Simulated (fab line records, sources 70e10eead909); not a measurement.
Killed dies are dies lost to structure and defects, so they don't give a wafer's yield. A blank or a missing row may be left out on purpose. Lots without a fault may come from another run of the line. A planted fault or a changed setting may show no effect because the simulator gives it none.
Problem report in the 8D (eight disciplines) form, filled by code | flow nand_harc | the parts of the form that need people (team, actions taken, sign-off) are left out

1. THE PROBLEM
killed_at_array at NHARC_END_SORT_01 reads a mean of 674 on 4 wafers of 2 lots; wafers without a fault read 27 with a standard deviation of 9.9. That is +65 standard deviations from the usual mean.
First seen on wafer L573.1, day 22 13:32, on prober-02. The record holds 6 wafers of 2 lots with a number at this step. Rule for "out", or "out of limits": more than 4 standard deviations from the usual mean. The other wafers with a number count as sound.

2. WHAT IT IS AND WHAT IT IS NOT
question                    | is                             | is not
which readings at this step | killed_at_array, killed_dies   | killed_at_periphery, killed_short
which lots                  | L573, L574                     | -
which wafers of those lots  | L573.1, L573.2, L574.2, L574.5 | L573.4, L574.3
read on which gauges        | prober-02                      | -
when                        | from day 22 13:32              | up to then (0 sound wafers); but 2 sound wafers of L573, L574 came after

3. SUSPECTS, AND WHAT RULES EACH OUT
Counting: a tool at a process step up to the reading stays a suspect if it ran every lot that is out. Sound lots after the first of them don't rule it out here, since some wafers of a struck lot are sound.
- the gauge at NHARC_END_SORT_01: ruled out. All the wafers that are out were read on prober-02, but those of them that NHARC_A_STAIRCASE_ETCH_23 has rows for are out there too, on other tools.
- rie_diel-13 at NHARC_A_STAIRCASE_ETCH_23 (etches the open film in C4F8/O2, target depth 100 nm, time 40.5 s): kept. It ran every lot that is out, first L573 (day 14 10:45). Its own readings are out on those wafers: oes_product_au.
- plasma_asher-01 at NHARC_A_STAIRCASE_STRIP_175 (strips in O2): kept. It ran every lot that is out, first L573 (day 14 11:28).
Left after counting: rie_diel-13 at NHARC_A_STAIRCASE_ETCH_23, plasma_asher-01 at NHARC_A_STAIRCASE_STRIP_175.

4. THE CAUSE (what the simulator had put in)
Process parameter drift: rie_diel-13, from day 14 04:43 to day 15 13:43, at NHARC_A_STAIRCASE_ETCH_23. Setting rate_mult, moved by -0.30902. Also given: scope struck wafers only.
Counting left 2 suspects, and this tool is among them.

5. THE CHAIN OF EFFECTS, in route order
Each row: a reading whose mean over the struck wafers that have a number lies more than 3 standard deviations from the usual. Only readings for which the record gives a usual standard deviation are gone through. hours: the time from each lot's start at the first step in this table that gives one to its start at this step, as a median over the lots. sigmas: the change in usual standard deviations.
hours | step                      | reading         | usual      | on struck wafers | change | sigmas
0     | NHARC_A_STAIRCASE_ETCH_23 | oes_product_au  | 0.947 a.u. | 0.776            | -0.170 | -10
199   | NHARC_END_SORT_01         | killed_at_array | 27         | 674              | +647   | +65
199   | NHARC_END_SORT_01         | killed_dies     | 31         | 677              | +646   | +65
The process steps in it:
- NHARC_A_STAIRCASE_ETCH_23: etches the open film in C4F8/O2, target depth 100 nm, time 40.5 s.

6. WHAT WOULD HAVE CAUGHT IT SOONER
In this record the first reading out of limits at a measuring or inspecting step was taken at day 22 13:32, 201 hours after the fault began at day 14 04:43.
The tool's own readings at NHARC_A_STAIRCASE_ETCH_23 were out on every struck wafer that the step has a row for (oes_product_au): an alarm limit on them would have fired on the first of those.
All the lots that are out (2) had begun NHARC_A_STAIRCASE_ETCH_23 on rie_diel-13 by day 22 13:32. A hold on the tool at that time would have spared none of them.
